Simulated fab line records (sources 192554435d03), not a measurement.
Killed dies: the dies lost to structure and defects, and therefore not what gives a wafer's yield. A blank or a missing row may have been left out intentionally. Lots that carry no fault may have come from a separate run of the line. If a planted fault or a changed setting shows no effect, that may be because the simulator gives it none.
What tool caused it? ; flow n5_finfet ; 12 lots with 36 wafers sampled at 4 steps, on a route of 1938 steps

## WHAT EACH GAUGE READ, for each wafer
N5_BEOL_M0_SAQP_CD_MEAS_14 targets a cd of 42.5 nm.
lot;measured;on;cd_nm (nm)
L075;day 5 17:01;cd_sem-02;42.88 42.73 42.71
L077;day 6 02:13;cd_sem-03;41.66 41.67 42.27
L079;day 6 12:43;cd_sem-02;42.27 42.29 42.52
L081;day 7 08:41;cd_sem-01;42.48 42.74 42.51
L083;day 7 13:16;cd_sem-03;42.41 42.52 42.27
L085;day 8 07:18;cd_sem-03;42.95 42.52 42.64
L087;day 8 18:41;cd_sem-03;42.53 42.43 42.49
L089;day 9 05:50;cd_sem-01;42.58 42.44 43.10
L092;day 9 23:29;cd_sem-01;42.16 42.23 42.60
L093;day 10 08:23;cd_sem-03;42.74 42.69 43.08
L095;day 10 14:04;cd_sem-02;42.23 42.30 42.26
L097;day 11 10:36;cd_sem-02;43.04 42.90 42.83

## WHAT TOOL EACH LOT RAN ON (gives the tool, then ch and the chambers of the sampled wafers, and finally the start)
lot;N5_MOL_CONTACT_COAG_PRE_CLEAN_141;N5_MOL_CONTACT_COAG_ETCH_47;N5_MOL_CONTACT_COAG_ALD_133
L075;pvd_sputter-01, day 5 00:59;rie_diel-03 ch 0,1, day 5 09:20;ald_sin-03 ch 0,3, day 5 10:16
L077;pvd_sputter-01, day 5 09:46;rie_diel-01 ch 0,1, day 5 17:57;ald_sin-03 ch 1,2,3, day 5 18:45
L079;pvd_sputter-03, day 5 22:17;rie_diel-04 ch 0,2,3, day 6 06:07;ald_sin-01 ch 0,1,2, day 6 06:56
L081;pvd_sputter-03, day 6 15:11;rie_diel-01 ch 0,1,3, day 6 23:32;ald_sin-01 ch 0,1,2, day 7 00:31
L083;pvd_sputter-03, day 6 23:04;rie_diel-03 ch 0,2,3, day 7 06:28;ald_sin-02 ch 2,3, day 7 07:16
L085;pvd_sputter-01, day 7 16:12;rie_diel-03 ch 1,3, day 8 00:14;ald_sin-03 ch 1,3, day 8 01:10
L087;pvd_sputter-03, day 8 00:45;rie_diel-04 ch 0,2,3, day 8 10:32;ald_sin-03 ch 0,1,2, day 8 11:35
L089;pvd_sputter-01, day 8 14:57;rie_diel-01 ch 0,1,2, day 8 23:08;ald_sin-02 ch 0,2,3, day 9 00:04
L092;pvd_sputter-03, day 9 07:52;rie_diel-03 ch 0,1,3, day 9 14:38;ald_sin-01 ch 0,1,3, day 9 15:27
L093;pvd_sputter-01, day 9 15:23;rie_diel-04 ch 0,3, day 9 23:01;ald_sin-01 ch 1,2,3, day 9 23:49
L095;pvd_sputter-01, day 9 23:53;rie_diel-01 ch 0,1,2, day 10 06:56;ald_sin-02 ch 0,2,3, day 10 07:56
L097;pvd_sputter-02, day 10 14:44;rie_diel-01 ch 0,1,3, day 11 01:56;ald_sin-03 ch 0,3, day 11 03:55
- N5_MOL_CONTACT_COAG_PRE_CLEAN_141: time 60 s.
- N5_MOL_CONTACT_COAG_ETCH_47: etches SiNx in CH3F/O2, stops on W, target depth 27 nm.
- N5_MOL_CONTACT_COAG_ALD_133: deposits SiO2, target thk 5 nm, pulse time 1 s, co reactant pulse time 1 s.

## THE ANSWER, worked out from the rows above alone
Rule: usual is defined by the lots themselves. Put in order of their means at a reading, lots are off if they are a third of the lots or fewer, leave a main group of 4 or more, and stand apart from it by a gap of 3 or more times the standard deviation of the main group's means; of several such gaps the widest counts. The tables above print the reading to a certain number of digits; a main group whose means all agree to those digits is not used. A lot without any number at a reading at which 4 lots or more have one is off too. Where the step has rows for the other lots, those lots are counted as sound.
Across all readings shown, no lot is off: no conclusion can be drawn from this.

## WHAT THE SIMULATOR HAD INSERTED
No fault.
